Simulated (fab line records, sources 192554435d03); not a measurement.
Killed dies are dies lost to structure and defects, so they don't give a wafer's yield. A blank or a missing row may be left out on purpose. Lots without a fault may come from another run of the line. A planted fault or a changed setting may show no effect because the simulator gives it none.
Chamber matching | flow n5_finfet | N5_BEOL_M3_PRE_CLEAN_60 on cvd_co-02: 3 sister chambers
The step time 15 s. 6 wafers are shown with their chamber, then 10 later ones without.

WAFERS WITH THEIR CHAMBER
wafer  | chamber | heater_power_w (W) | rf_fwd_power_W (W)
L078.5 | 1       | 70                 | 297.9
L087.1 | 1       | 73                 | 295.6
L087.4 | 0       | 80                 | 298.7
L087.5 | 2       | 93                 | 297.6
L088.1 | 2       | 91                 | 298.6
L088.3 | 0       | 80                 | 298.4

WAFERS WITHOUT THEIR CHAMBER
wafer  | heater_power_w (W) | rf_fwd_power_W (W)
L088.4 | 72                 | 298.0
L090.1 | 92                 | 297.9
L090.2 | 79                 | 296.7
L090.5 | 95                 | 297.6
L093.1 | 72                 | 297.5
L093.3 | 78                 | 296.1
L093.6 | 72                 | 298.3
L095.1 | 73                 | 297.1
L095.3 | 79                 | 297.3
L095.4 | 80                 | 298.5

WHICH CHAMBER EACH WENT THROUGH
wafer  | from the rows above     | in truth
L088.4 | 1                       | 1
L090.1 | 2                       | 2
L090.2 | 0                       | 0
L090.5 | 2                       | 2
L093.1 | 1                       | 1
L093.3 | can't be placed: 0 or 1 | 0
L093.6 | 1                       | 1
L095.1 | 1                       | 1
L095.3 | 0                       | 0
L095.4 | 0                       | 0
Placed correctly: 9 of 10. Can't be placed from these rows: 1 (the true chamber is among the candidates in 1). Placed wrongly: 0.
How it was worked out, from the rows above alone: a wafer's distance from a chamber is the root of the sum, over the readings, of the square of ((its reading less the chamber's mean) divided by the reading's scatter). The wafer belongs to the nearest chamber; if the next one is less than 2 further off, it can't be placed. A chamber's mean is the mean of its shown wafers. The scatter: the root of (the sum of the squares of (reading less its chamber's mean) over the shown wafers, divided by (wafers less chambers)).
